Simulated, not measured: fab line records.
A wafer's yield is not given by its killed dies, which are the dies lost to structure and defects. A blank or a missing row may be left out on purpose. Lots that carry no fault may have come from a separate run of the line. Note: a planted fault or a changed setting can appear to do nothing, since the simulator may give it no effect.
Problem report in the 8D (eight disciplines) form, filled by code    flow nand harc    the parts of the form that need people (team, actions taken, sign-off) are left out

1. THE PROBLEM
At NHARC_A_STAIRCASE_ETCH_19, oes product au averages 1.096 a.u. over 2 wafers from 2 lots, while fault-free wafers read 0.946 a.u., standard deviation 0.012. That puts it +13 standard deviations away from the usual mean.
The step: etches the open film in C4F8/O2, target depth 100 nm, time 40.5 s.
The first sign was on wafer L359.1 at day 22 23:16, on rie diel-03. The record holds 40 wafers of 14 lots with a number at this step. Rule for "out" (also "out of limits"): further than 4 standard deviations from the usual mean. Any other wafer with a number is counted as sound.

2. WHAT IT IS; WHAT IT IS NOT
question                     is                 is not
which readings at this step  oes product au     rf vpp V
which lots                   L359, L363         L343, L344, L346, L347, L348, L350, L351, L352, L354, L355, L357, L358
which wafers of those lots   L359.1, L363.1     L359.5, L363.4
read on which tools          rie diel-03        rie diel-02, rie diel-13
when                         from day 22 23:16  up to then (37 sound wafers); but 1 sound wafer of L363 came after

3. WHAT RULES OUT EACH SUSPECT
Counting: a tool at a process step up to the reading stays a suspect if it ran every lot that is out. Sound lots after the first of them don't rule it out here, since some wafers of a struck lot are sound.
- rie diel-03 at NHARC_A_STAIRCASE_TRIM_12 (chemistry O2, time 211.2 s): kept. Ran every lot that is out, first one L359 (day 22 22:15); last sound lot up to then L357 (day 21 12:05).
- rie diel-03 at NHARC_A_STAIRCASE_ETCH_15 (etches the open film in C4F8/O2, target depth 100 nm, time 40.5 s): kept. Ran every lot that is out, first one L359 (day 22 23:16); last sound lot up to then L357 (day 21 12:59). With no start given for some of its lots, NHARC_A_STAIRCASE_ETCH_15 uses the hours and lot order of NHARC_A_STAIRCASE_ETCH_19.
- rie diel-03 at NHARC_A_STAIRCASE_ETCH_19 (etches the open film in C4F8/O2, target depth 100 nm, time 40.5 s): kept. Ran every lot that is out, first one L359 (day 22 23:16); last sound lot up to then L357 (day 21 12:59). Its own readings are out on those wafers: oes product au.
- Within rie diel-03 at NHARC_A_STAIRCASE_ETCH_15: the wafers that are out ran in chambers 0, 2; their sound lot-mates ran in chambers 1, 3.
Left after counting: rie diel-03 at NHARC_A_STAIRCASE_TRIM_12, rie diel-03 at NHARC_A_STAIRCASE_ETCH_15, rie diel-03 at NHARC_A_STAIRCASE_ETCH_19.

4. THE CAUSE (what the simulator had put in)
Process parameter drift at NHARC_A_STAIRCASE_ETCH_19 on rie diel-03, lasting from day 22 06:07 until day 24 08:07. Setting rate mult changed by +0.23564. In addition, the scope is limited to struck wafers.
This tool is one of the 3 suspects left after counting.

5. THE CHAIN OF EFFECTS, in route order
Each row: a reading whose mean over the struck wafers that have a number lies more than 3 standard deviations from the usual. Only readings for which the record gives a usual standard deviation are gone through. hours: the time from each lot's start at the first step in this table that gives one to its start at this step, as a median over the lots. sigmas: the change in usual standard deviations.
hours  step                       reading         usual       on struck wafers  change  sigmas
0      NHARC_A_STAIRCASE_ETCH_19  oes product au  0.946 a.u.  1.096             +0.150  +13
Process steps it contains:
- NHARC_A_STAIRCASE_ETCH_19: etches the open film in C4F8/O2, target depth 100 nm, time 40.5 s.

6. WHAT WOULD HAVE CAUGHT IT SOONER
17 hours passed between the start of the fault at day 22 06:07 and the first reading out of limits in this record, taken at day 22 23:16.
